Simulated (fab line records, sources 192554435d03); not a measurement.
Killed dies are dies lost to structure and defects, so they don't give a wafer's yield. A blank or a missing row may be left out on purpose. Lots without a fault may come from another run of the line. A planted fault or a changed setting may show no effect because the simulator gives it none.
fab line records | flow n5_finfet
record lots=6 wafers=17 last_day=18
route steps=1938 shown GATE_CUT@499 BEOL_M4@1111
lots that met no fault: from a run of the same line without faults
start_h: hours from the record's first day to the start of the lot's first wafer shown | wait_h: hours since the lot's step before | " the same as in the row above | L1.1+2: a row that stands for several wafers | - no value, or no start given | * or withheld: withheld | < > ~ a bound
route shown NAME@n: a module of which the file shows steps, and the number in the route of the first | usual: mean/standard deviation of fault-free wafers | same: alike in all rows | chamber/n: place in a boat | sites: the reading at each site | _std_site: their standard deviation | _edge_site: outer sites' mean less inner sites' | radius_mm: how far each site lies from the wafer's centre | mask NAME#n: copy n | behind: the tool/chamber that last shaped the wafer | hold: why the lot was held/for how many hours/how that ended | device: the transistor (n, p or np) that didn't switch | end of line: the same wafers' tests at the end of the route | a step without rows: its recipe alone | killed: dies lost to structure and defects at the first sort, not the wafer's yield | map: a wafer's dies, x killed, . not, _ none there
set.NAME: the setting as run; set.NAME@STEP: as run at that earlier step | model.NAME: the simulator's own value behind a step, which no gauge read
lots at some steps of the route; a table a step, a row a wafer
services: from which hour (start_h, from the record's first day; less than 0 if before it) a tool's chamber was out of use, for how many hours, and why
## steps
# step N5_GATE_CUT_ETCH_19
# recipe chemistry=CH3F/O2 target=SiNx mask_material=SiO2 target_depth_a=537 time_s=76.7 pressure_mtorr=30 source_w=395 bias_w=73 Ar_flow_sccm=150 CH3F_flow_sccm=30 O2_flow_sccm=20 ion_energy_ev=120 ends=cleared
# usual chamber_pressure_mTorr=29.995/0.026 drypump_motor_current_A=6.0/0.33 etch_rf_on_time_s=77.4/1.6 oes_product_au=0.67/0.082 rf_fwd_power_W=391.1/1.7 rf_vpp_V=298/8.4 showerhead_plenum_p_Torr=1.98/0.065 throttle_valve_pct=16.36/0.25
# columns lot.wafer tool chamber start_h wait_h chamber_pressure_mTorr drypump_motor_current_A etch_rf_on_time_s oes_product_au rf_fwd_power_W rf_hours_counter_h rf_vpp_V showerhead_plenum_p_Torr throttle_valve_pct
L285.1 rie_diel-01 0 98.00 0.0 29.979 6.2 79.3 0.59 388.3 236 292 2.06 16.53
L285.5 " 0 " " 30.007 6.2 79.4 0.59 387.9 - 294 2.06 16.54
L285.6 " 1 " " 30.010 6.1 77.7 0.82 394.1 - 297 1.96 16.29
L286.1 rie_diel-01 0 101.70 0.0 29.953 6.2 79.5 0.59 388.1 237 293 2.06 16.53
L286.3 " 3 " " 29.998 5.9 79.4 0.61 392.5 178 298 2.00 16.41
L286.4 " 1 " " 29.984 6.1 78.0 0.83 390.7 5 297 1.96 16.26
L291.1 rie_diel-02 3 135.51 0.0 29.983 5.8 76.5 0.65 389.0 170 315 1.90 16.11
L291.2 " 0 " " 30.027 6.7 75.5 0.77 388.9 38 291 2.05 15.94
L291.5 " 0 " " 29.998 6.6 74.8 0.76 390.1 - 291 2.05 15.98
L293.1 rie_diel-01 3 144.96 0.0 29.957 5.9 79.5 0.61 391.6 191 300 1.99 16.43
L293.3 " 1 " " 30.021 6.0 78.9 0.78 393.4 18 296 1.96 16.29
L293.5 " 2 " " 30.029 6.0 77.6 0.63 392.3 - 305 2.07 16.50
L304.1 rie_diel-02 3 208.72 0.0 29.968 5.8 77.3 0.62 391.0 190 315 1.90 16.16
L304.5 " 0 " " 29.973 6.7 74.2 0.75 392.4 - 292 2.04 15.99
L305.1 rie_diel-01 3 220.13 0.0 30.010 5.9 79.8 0.59 391.1 214 298 1.98 16.47
L305.2 " 2 " " 30.003 6.0 76.0 0.61 394.4 175 305 2.07 16.53
L305.3 " 1 " " 30.031 6.0 77.9 0.75 390.9 37 297 1.95 16.32
# step N5_GATE_CUT_CUT_ETCH_53
# recipe chemistry=SF6/Cl2 target=W mask_material=SiO2 target_depth_a=792 pressure_mtorr=8 icp_w=900 bias_w=80 SF6_flow_sccm=40 Cl2_flow_sccm=60 ends=cleared
# step N5_GATE_CUT_CUT_ETCH_54
# recipe chemistry=Cl2/BCl3 target=TiN mask_material=SiO2 target_depth_a=967 pressure_mtorr=10 icp_w=1000 bias_w=126 Cl2_flow_sccm=53.25 bcl3_flow_sccm=21.75 Ar_flow_sccm=25 ends=cleared
# usual bcl3_flow_sccm=21.75/0.064 chamber_pressure_mTorr=9.998/0.0091 drypump_motor_current_A=5.59/0.25 etch_rf_on_time_s=36.6/0.91 oes_product_au=0.71/0.14 rf_fwd_power_W=978/5.4 throttle_valve_pct=22.59/0.17
# columns lot.wafer tool chamber start_h wait_h bcl3_flow_sccm chamber_pressure_mTorr drypump_motor_current_A etch_rf_on_time_s oes_product_au rf_fwd_power_W rf_hours_counter_h throttle_valve_pct
L285.1 rie_metal-03 0 98.16 0.0 21.83 10.008 5.99 38.0 0.56 981 112 22.73
L285.5 " 1 " " 21.73 9.998 5.47 38.3 0.68 981 - 22.42
L285.6 " 0 " " 21.80 9.984 5.97 37.8 0.56 980 - 22.73
L286.1 rie_metal-01 1 101.87 0.0 21.88 9.993 5.86 36.0 0.54 987 150 22.98
L286.3 " 0 " " 21.80 10.000 5.39 35.7 0.83 975 - 22.55
L286.4 " 1 " " 21.74 9.992 5.82 36.0 0.54 988 - 22.97
L291.1 rie_metal-01 1 135.67 0.0 21.78 9.987 5.85 35.7 0.91 989 1 22.84
L291.2 " 0 " " 21.73 10.001 5.39 35.8 0.81 974 9 22.57
L291.5 " 1 " " 21.80 9.990 5.80 35.7 0.90 993 - 22.85
L293.1 rie_metal-01 1 145.13 0.0 21.75 10.002 5.81 36.0 0.89 984 2 22.86
L293.3 " 1 " " 21.72 9.991 5.85 35.8 0.89 985 - 22.88
L293.5 " 0 " " 21.86 9.986 5.42 36.5 0.79 973 - 22.57
L304.1 rie_metal-02 0 208.89 0.0 21.83 9.997 5.29 37.1 0.54 978 129 22.60
L304.5 " 0 " " 21.68 9.998 5.30 37.0 0.54 972 - 22.57
L305.1 rie_metal-02 1 220.30 0.0 21.80 9.983 5.78 35.6 0.83 974 7 22.42
L305.2 " 0 " " 21.77 9.993 5.28 36.8 0.54 976 130 22.57
L305.3 " 0 " " 21.72 9.997 5.29 36.6 0.55 977 - 22.57
# step N5_GATE_CUT_CUT_ETCH_55
# recipe chemistry=BCl3 target=HfO2 mask_material=SiO2 target_depth_a=32 ion_energy_ev=30 pressure_mtorr=5 icp_w=450 bias_w=18 bcl3_flow_sccm=80
# usual bcl3_flow_sccm=79.99/0.24 chamber_pressure_mTorr=5.000/0.0045 drypump_motor_current_A=5.59/0.25 oes_product_au=0.78/0.14 rf_fwd_power_W=440.1/2.3 throttle_valve_pct=33.7/0.38
# columns lot.wafer tool chamber start_h wait_h bcl3_flow_sccm chamber_pressure_mTorr drypump_motor_current_A oes_product_au rf_fwd_power_W rf_hours_counter_h throttle_valve_pct
L285.1 rie_metal-03 0 98.22 0.0 79.52 4.997 5.99 0.63 440.0 112 33.5
L285.5 " 1 " " 79.99 5.004 5.44 0.76 441.4 - 33.4
L285.6 " 0 " " 79.69 4.995 5.98 0.63 439.3 - 33.5
L286.1 rie_metal-01 1 101.93 0.0 80.20 4.998 5.86 0.59 447.6 150 34.0
L286.3 " 0 " " 79.90 5.006 5.40 0.91 438.3 - 33.8
L286.4 " 1 " " 79.52 5.004 5.80 0.58 445.9 - 34.0
L291.1 rie_metal-01 1 135.73 0.0 80.00 4.997 5.82 0.98 445.3 1 34.5
L291.2 " 0 " " 79.86 4.999 5.39 0.88 438.0 9 33.8
L291.5 " 1 " " 79.72 5.002 5.79 0.98 443.8 - 34.5
L293.1 rie_metal-01 1 145.19 0.0 80.33 4.995 5.85 0.97 441.7 2 34.5
L293.3 " 1 " " 80.43 5.003 5.83 0.97 441.4 - 34.5
L293.5 " 0 " " 79.96 4.995 5.38 0.87 438.7 - 33.8
L304.1 rie_metal-02 0 208.95 0.0 79.91 5.000 5.30 0.62 438.5 129 33.8
L304.5 " 0 " " 79.93 5.006 5.29 0.62 440.9 - 33.8
L305.1 rie_metal-02 1 220.36 0.0 79.94 4.995 5.80 0.92 438.8 7 33.5
L305.2 " 0 " " 80.38 4.995 5.29 0.62 437.6 130 33.9
L305.3 " 0 " " 80.06 5.004 5.28 0.61 439.7 - 33.9
# step N5_GATE_CUT_ETCH_47
# recipe chemistry=Cl2/BCl3 target=SiO2 target_depth_a=100 pressure_mtorr=10 icp_w=1000 bias_w=126 Cl2_flow_sccm=53.25 bcl3_flow_sccm=21.75 Ar_flow_sccm=25
# usual bcl3_flow_sccm=21.75/0.064 chamber_pressure_mTorr=10.001/0.0092 drypump_motor_current_A=5.59/0.25 oes_product_au=0.78/0.14 rf_fwd_power_W=978/5.5 throttle_valve_pct=23.13/0.17
# columns lot.wafer tool chamber start_h wait_h bcl3_flow_sccm chamber_pressure_mTorr drypump_motor_current_A oes_product_au rf_fwd_power_W rf_hours_counter_h throttle_valve_pct
L285.1 rie_metal-03 0 98.25 0.0 21.78 10.012 5.99 0.63 974 112 23.24
L285.5 " 1 " " 21.71 10.011 5.45 0.75 982 - 22.93
L285.6 " 0 " " 21.75 10.002 5.97 0.62 975 - 23.23
L286.1 rie_metal-01 1 101.96 0.0 21.67 9.992 5.86 0.58 988 150 23.51
L286.3 " 0 " " 21.75 10.024 5.40 0.90 973 - 23.11
L286.4 " 1 " " 21.72 10.006 5.81 0.58 985 - 23.51
L291.1 rie_metal-01 1 135.76 0.0 21.81 10.009 5.85 0.99 988 1 23.42
L291.2 " 0 " " 21.76 10.016 5.38 0.88 975 9 23.12
L291.5 " 1 " " 21.76 10.004 5.90 1.01 986 - 23.42
L293.1 rie_metal-01 1 145.22 0.0 21.69 9.997 5.83 0.97 988 2 23.43
L293.3 " 1 " " 21.77 9.982 5.86 0.97 989 - 23.43
L293.5 " 0 " " 21.76 9.991 5.39 0.87 975 - 23.12
L304.1 rie_metal-02 0 208.98 0.0 21.78 9.998 5.29 0.62 979 129 23.10
L304.5 " 0 " " 21.76 9.992 5.29 0.62 982 - 23.11
L305.1 rie_metal-02 1 220.39 0.0 21.64 10.000 5.82 0.92 977 7 22.95
L305.2 " 0 " " 21.68 9.999 5.28 0.62 978 130 23.09
L305.3 " 0 " " 21.64 9.989 5.27 0.62 975 - 23.13
# step N5_GATE_CUT_VAPOR_ETCH_48
# recipe chemistry=BCl3/Cl2 target=TiN mode=isotropic
# step N5_GATE_CUT_VAPOR_ETCH_49
# recipe chemistry=BCl3/Cl2 target=TiAlC mode=isotropic
# step N5_GATE_CUT_VAPOR_ETCH_51
# recipe chemistry=BCl3/Cl2 target=HfO2 mode=isotropic
# usual drypump_motor_current_A=5.59/0.25 oes_product_au=0.78/0.14
# columns lot.wafer tool chamber start_h wait_h drypump_motor_current_A oes_product_au
L285.1 rie_metal-03 0 98.34 0.0 6.01 0.62
L285.5 " 1 " " 5.48 0.77
L285.6 " 0 " " 5.98 0.63
L286.1 rie_metal-01 1 102.05 0.0 5.75 0.59
L286.3 " 0 " " 5.41 0.90
L286.4 " 1 " " 5.77 0.59
L291.1 rie_metal-01 1 135.85 0.0 5.88 1.00
L291.2 " 0 " " 5.39 0.88
L291.5 " 1 " " 5.83 0.99
L293.1 rie_metal-01 1 145.31 0.0 5.82 0.97
L293.3 " 1 " " 5.84 0.97
L293.5 " 0 " " 5.38 0.88
L304.1 rie_metal-02 0 209.07 0.0 5.29 0.61
L304.5 " 0 " " 5.31 0.62
L305.1 rie_metal-02 1 220.48 0.0 5.78 0.91
L305.2 " 0 " " 5.27 0.61
L305.3 " 0 " " 5.28 0.61
# step N5_GATE_CUT_STRIP_21
# recipe chemistry=N2/H2 time_s=30 power_w=1000 temp_c=250 pressure_mtorr=withheld n2_flow_sccm=1750 h2_flow_sccm=3250
# step N5_GATE_CUT_STRIP_29
# recipe chemistry=post_etch_residue_remover time_s=60 temp_c=25 remover_ph=withheld remover_water_wt_pct=withheld remover_fluoride_wt_pct=withheld
# step N5_GATE_CUT_SRD_52
# recipe dry=ipa_marangoni time_s=30 temp_c=23 rinse_liquid=diw
# step N5_GATE_CUT_ALD_22
# recipe material=SiNx target_thk_a=160 temp_c=400 ald_precursor_family=SiH2I2 ald_co_reactant=N2/H2-plasma pulse_time_s=1 ald_cycles=320 purge_time_s=2 co_reactant_purge_time_s=2 pressure_torr=2
# step N5_GATE_CUT_CMP_23
# recipe stop_on=SiO2 t_overpolish_s=23.4 post_cmp_clean=alkaline_brush down_force_psi=2.5 platen_rpm=51.8 pad_velocity_m_s=1.0307 target_thk_nm=16
# usual motor_current_A=8.7/1.1 overpolish_run_s=23.400/0.0087 platen_rpm=51.80/0.042 time_to_endpoint_s=20/3.7
# columns lot.wafer tool chamber start_h wait_h motor_current_A overpolish_run_s platen_rpm time_to_endpoint_s
L285.1 cmp-04 3 100.64 0.8 8.9 23.387 51.80 23
L285.5 " 3 " " 8.6 23.390 51.85 23
L285.6 " 0 " " 9.1 23.381 51.77 24
L286.4 cmp-01 1 103.75 0.8 11.2 23.395 51.76 16
L286.1 " 2 " " 8.8 23.409 51.75 23
L286.3 " 0 " " 8.3 23.399 51.83 16
L291.2 cmp-01 2 137.85 0.8 8.5 23.404 53.89 25
L291.1 " 3 " " 7.3 23.385 53.88 20
L291.5 " 2 " " 8.9 23.399 53.86 25
L293.3 cmp-01 3 147.07 0.8 7.5 23.405 53.87 16
L293.1 " 1 " " 10.8 23.402 53.90 16
L293.5 " 3 " " 7.2 23.382 53.86 16
L304.1 cmp-03 2 210.80 0.8 10.6 23.396 51.77 18
L304.5 " 1 " " 8.4 23.395 51.81 24
L305.1 cmp-04 2 222.78 0.8 8.2 23.396 51.74 20
L305.3 " 3 " " 8.6 23.395 51.74 25
L305.2 " 0 " " 9.1 23.395 51.73 25
# step N5_GATE_CUT_THK_MEAS_24
# recipe reads=SiO2_of_GATE_CUT_HM_DEP_46+SiO2_flowable_of_ILD0_FCVD_FILL_01
# usual GC_FILL_THK=219.8/2
# columns lot.wafer tool chamber start_h wait_h GC_FILL_THK[nm]
L285.1 film_metro-01 - 100.93 - 218.9
L285.5 " - " " 220.1
L285.6 " - " " 220.3
L286.1 film_metro-02 - 104.04 - 221.0
L286.3 " - " " 219.6
L286.4 " - " " 222.2
L291.1 film_metro-02 - 138.14 - 216.8
L291.2 " - " " 217.5
L291.5 " - " " 217.1
L293.1 film_metro-02 - 147.33 - 218.9
L293.3 " - " " 219.9
L293.5 " - " " 221.5
L304.1 film_metro-02 - 211.06 - 220.0
L304.5 " - " " 218.9
L305.1 film_metro-01 - 223.03 - 217.7
L305.2 " - " " 219.5
L305.3 " - " " 220.4
# step N5_BEOL_M4_RC_MEAS_101
# usual DIBL_N=36.1/2 DIBL_P=36.3/2.5 IOFF_N=0.16/0.037 IOFF_P=0.21/0.039 ION_N=678/15 ION_P=465/8.7 SS_N=71.4/0.7 SS_P=73.3/0.74 VT_N=249/3.6 VT_P=-250.0/2.9
# columns lot.wafer tool chamber start_h wait_h DIBL_N[mV/V] DIBL_P[mV/V] IOFF_N[nA/um] IOFF_P[nA/um] ION_N[uA/um] ION_P[uA/um] SS_N[mV/dec] SS_P[mV/dec] VT_N[mV] VT_P[mV]
L286.1 prober-02 0 181.07 0.0 37.8 37.0 0.16 0.24 687 473 71.6 73.8 250 -247.3
L286.3 " 0 " " 35.7 32.9 0.12 0.18 654 451 71.3 72.5 254 -252.8
L286.4 " 0 " " 33.7 31.7 0.09 0.17 640 449 70.3 72.8 256 -252.8
L285.1 prober-01 0 191.36 0.0 36.5 37.5 0.16 0.20 673 452 71.1 73.3 250 -251.8
L285.5 " 0 " " 34.9 35.1 0.14 0.17 663 448 71.1 72.7 249 -252.9
L285.6 " 0 " " 38.0 39.0 0.18 0.21 666 454 72.2 75.0 250 -252.1
L291.1 prober-02 0 232.92 0.0 34.1 35.9 0.13 0.16 673 463 70.8 72.2 253 -254.6
L291.2 " 0 " " 34.2 36.3 0.13 0.16 677 459 70.8 72.2 252 -255.3
L291.5 " 0 " " 37.2 39.5 0.19 0.22 695 469 71.4 73.8 247 -253.5
L293.1 prober-02 0 238.76 0.0 38.3 37.1 0.21 0.25 692 466 72.3 74.3 245 -248.0
L293.3 " 0 " " 36.3 35.6 0.16 0.21 692 472 72.3 73.4 250 -250.9
L293.5 " 0 " " 38.0 38.4 0.20 0.27 717 484 72.4 74.0 246 -247.1
L304.1 prober-02 0 306.06 0.0 36.8 38.6 0.19 0.22 713 477 71.3 74.0 245 -247.3
L304.5 " 0 " " 36.4 38.1 0.18 0.21 700 469 70.8 73.5 247 -251.2
L305.1 prober-01 0 324.98 0.0 38.4 39.4 0.22 0.26 686 464 72.2 73.9 245 -245.6
L305.2 " 0 " " 32.9 33.3 0.13 0.17 672 465 70.0 73.2 248 -249.2
L305.3 " 0 " " 33.2 33.9 0.13 0.19 685 481 70.8 72.1 249 -251.4
## services
# columns tool chamber start_h hours kind
cmp-04 - 80.10 20.2 pm
rie_metal-01 1 111.38 - clean
rie_metal-01 1 111.38 16.4 scheduled_down
rie_metal-01 1 111.38 16.4 vent_cycle
rie_diel-02 2 114.71 9.7 repair
rie_metal-03 - 119.00 2.8 pm
cmp-03 - 119.44 0.9 repair
rie_metal-02 1 127.65 - clean
rie_metal-02 1 127.65 19.8 scheduled_down
rie_metal-02 1 127.65 19.8 vent_cycle
cmp-04 - 140.74 4.0 pm
rie_diel-01 0 143.73 - clean
rie_diel-01 0 143.73 - consumable_replace:focus_ring
rie_diel-01 0 143.73 12.9 scheduled_down
cmp-01 - 147.27 0.3 repair
cmp-01 - 151.92 1.6 repair
rie_metal-01 - 158.39 2.1 repair
rie_diel-02 3 159.82 13.2 repair
cmp-04 - 171.47 3.7 pm
rie_diel-01 - 185.38 2.8 pm
cmp-03 - 185.96 4.0 pm
rie_metal-03 0 188.68 12.9 repair
cmp-03 - 202.86 7.1 pm
rie_diel-01 1 203.57 9.8 repair
## key
first_sign step=N5_GATE_CUT_CMP_23 reading=platen_rpm direction=up sigmas=50 usual=51.80 struck=53.88
effect none on later readings
met_at N5_GATE_CUT_CMP_23
struck_wafers L291.1,L291.2,L291.5,L293.1,L293.3,L293.5
onset_between 103.75 137.85
fault kind=process_parameter_drift tool=cmp-01 chamber=- onset_h=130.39 steps=N5_GATE_CUT_CMP_23 channel=platen_rpm offset=2.072 shape=step end_h=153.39 acts_in=these_recipes_only stated=51.8
